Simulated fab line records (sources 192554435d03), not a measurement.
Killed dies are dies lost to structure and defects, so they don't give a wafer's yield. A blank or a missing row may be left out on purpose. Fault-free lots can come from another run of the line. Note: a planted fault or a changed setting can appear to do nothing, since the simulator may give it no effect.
Split-lot study || flow n5_finfet || 7 lots, 21 wafers read, on a route of 1938 steps

## THE SPLIT
At N5_MIM_BOT_ETCH_ETCH_04 (etches SiNx in CF4/O2, target depth 26 nm, time 13 s), the setting time_s was moved away from the recipe's 13 s on 8 of the 21 wafers read, by -18.1% to +19.2%. The other wafers ran this setting at the recipe's value.

The split's own step is where the reading is taken.

## THE READING
etch.depth_nm (the simulator's own value, which no gauge read), in nm, at N5_MIM_BOT_ETCH_ETCH_04 (etches SiNx in CF4/O2, target depth 26 nm, time 13 s). There is no usual value for it anywhere in the file. Average 25.49 nm, standard deviation 0.97 nm, over the 13 wafers here run with the recipe.

{"wafer": "L074.1", "tool, chamber at the split": "rie_diel-02, 1", "time_s as run, s": 15.5, "against the recipe": "+19.2%", "etch.depth_nm, nm": 28.4, "against lot-mates on the recipe": "+4.44"}
{"wafer": "L074.2", "tool, chamber at the split": "rie_diel-02, 3", "time_s as run, s": 15.5, "against the recipe": "+19.2%", "etch.depth_nm, nm": 32.61, "against lot-mates on the recipe": "+8.65"}
{"wafer": "L074.5", "tool, chamber at the split": "rie_diel-02, 1", "time_s as run, s": 13, "against the recipe": "recipe", "etch.depth_nm, nm": 23.96, "against lot-mates on the recipe": "-"}
{"wafer": "L081.1", "tool, chamber at the split": "rie_diel-01, 1", "time_s as run, s": 13, "against the recipe": "recipe", "etch.depth_nm, nm": 25.19, "against lot-mates on the recipe": "-"}
{"wafer": "L081.5", "tool, chamber at the split": "rie_diel-01, 1", "time_s as run, s": 13, "against the recipe": "recipe", "etch.depth_nm, nm": 25.03, "against lot-mates on the recipe": "-"}
{"wafer": "L081.6", "tool, chamber at the split": "rie_diel-01, 2", "time_s as run, s": 13, "against the recipe": "recipe", "etch.depth_nm, nm": 23.98, "against lot-mates on the recipe": "-"}
{"wafer": "L089.3", "tool, chamber at the split": "rie_diel-05, 3", "time_s as run, s": 13, "against the recipe": "recipe", "etch.depth_nm, nm": 25.79, "against lot-mates on the recipe": "-"}
{"wafer": "L089.5", "tool, chamber at the split": "rie_diel-05, 3", "time_s as run, s": 10.65, "against the recipe": "-18.1%", "etch.depth_nm, nm": 21.34, "against lot-mates on the recipe": -4.45}
{"wafer": "L089.6", "tool, chamber at the split": "rie_diel-05, 2", "time_s as run, s": 10.65, "against the recipe": "-18.1%", "etch.depth_nm, nm": 21.24, "against lot-mates on the recipe": -4.55}
{"wafer": "L090.1", "tool, chamber at the split": "rie_diel-05, 2", "time_s as run, s": 10.65, "against the recipe": "-18.1%", "etch.depth_nm, nm": 21.42, "against lot-mates on the recipe": -4.47}
{"wafer": "L090.2", "tool, chamber at the split": "rie_diel-05, 3", "time_s as run, s": 13, "against the recipe": "recipe", "etch.depth_nm, nm": 25.84, "against lot-mates on the recipe": "-"}
{"wafer": "L090.4", "tool, chamber at the split": "rie_diel-05, 2", "time_s as run, s": 13, "against the recipe": "recipe", "etch.depth_nm, nm": 25.95, "against lot-mates on the recipe": "-"}
{"wafer": "L091.2", "tool, chamber at the split": "rie_diel-05, 0", "time_s as run, s": 13, "against the recipe": "recipe", "etch.depth_nm, nm": 27.17, "against lot-mates on the recipe": "-"}
{"wafer": "L091.3", "tool, chamber at the split": "rie_diel-05, 1", "time_s as run, s": 13, "against the recipe": "recipe", "etch.depth_nm, nm": 26.14, "against lot-mates on the recipe": "-"}
{"wafer": "L091.4", "tool, chamber at the split": "rie_diel-05, 2", "time_s as run, s": 13, "against the recipe": "recipe", "etch.depth_nm, nm": 25.83, "against lot-mates on the recipe": "-"}
{"wafer": "L093.1", "tool, chamber at the split": "rie_diel-01, 2", "time_s as run, s": 14.56, "against the recipe": "+12.0%", "etch.depth_nm, nm": 27.18, "against lot-mates on the recipe": "no lot-mate on the recipe"}
{"wafer": "L093.3", "tool, chamber at the split": "rie_diel-01, 1", "time_s as run, s": 14.56, "against the recipe": "+12.0%", "etch.depth_nm, nm": 27.62, "against lot-mates on the recipe": "no lot-mate on the recipe"}
{"wafer": "L093.4", "tool, chamber at the split": "rie_diel-01, 3", "time_s as run, s": 14.56, "against the recipe": "+12.0%", "etch.depth_nm, nm": 28.46, "against lot-mates on the recipe": "no lot-mate on the recipe"}
{"wafer": "L096.2", "tool, chamber at the split": "rie_diel-01, 0", "time_s as run, s": 13, "against the recipe": "recipe", "etch.depth_nm, nm": 27.04, "against lot-mates on the recipe": "-"}
{"wafer": "L096.3", "tool, chamber at the split": "rie_diel-01, 1", "time_s as run, s": 13, "against the recipe": "recipe", "etch.depth_nm, nm": 24.72, "against lot-mates on the recipe": "-"}
{"wafer": "L096.5", "tool, chamber at the split": "rie_diel-01, 1", "time_s as run, s": 13, "against the recipe": "recipe", "etch.depth_nm, nm": 24.74, "against lot-mates on the recipe": "-"}

FIT RESULTS
A straight line over all 21 wafers: etch.depth_nm changes by +0.232 nm for each +1% of time_s; r = +0.91; the points scatter about the line by 1.1 nm.
The same after taking each lot's own level away (the mean of its wafers on the recipe; 18 wafers): +0.29 nm for each +1%; r = +0.95; scatter 1 nm.
On that fit, the largest move of time_s shifts the reading by 5.6 nm.
The lots' own levels span 23.960 to 26.380 nm, that is 2.5 times the standard deviation above.
Hence the slope depends on the lot-to-lot level, as the two fits are not the same.
Check: for one of the wafers moved furthest among these (+19.2%), held out of the fit, the line's prediction against its lot-mates is +6.38 nm. Against them it came out at +4.44 nm.

## OTHER SPLITS ON THESE WAFERS
Other splits were also applied to these wafers ahead of the reading. Each is held against what the fit with the lots' levels taken away leaves over:
{"other split on the same wafers": "N5_BEOL_M15_PEB_26 peb_temp_c", "wafers away from the commonest value": 6, "r with etch.depth_nm (lot level and that fit taken away)": -0.09}
{"other split on the same wafers": "N5_BEOL_M15_DEVELOP_27 develop_time_s", "wafers away from the commonest value": 8, "r with etch.depth_nm (lot level and that fit taken away)": "+0.31"}

## FILE'S OWN FIT
etch.depth_nm changes by +0.282 nm for each +1% of time_s, r = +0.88.
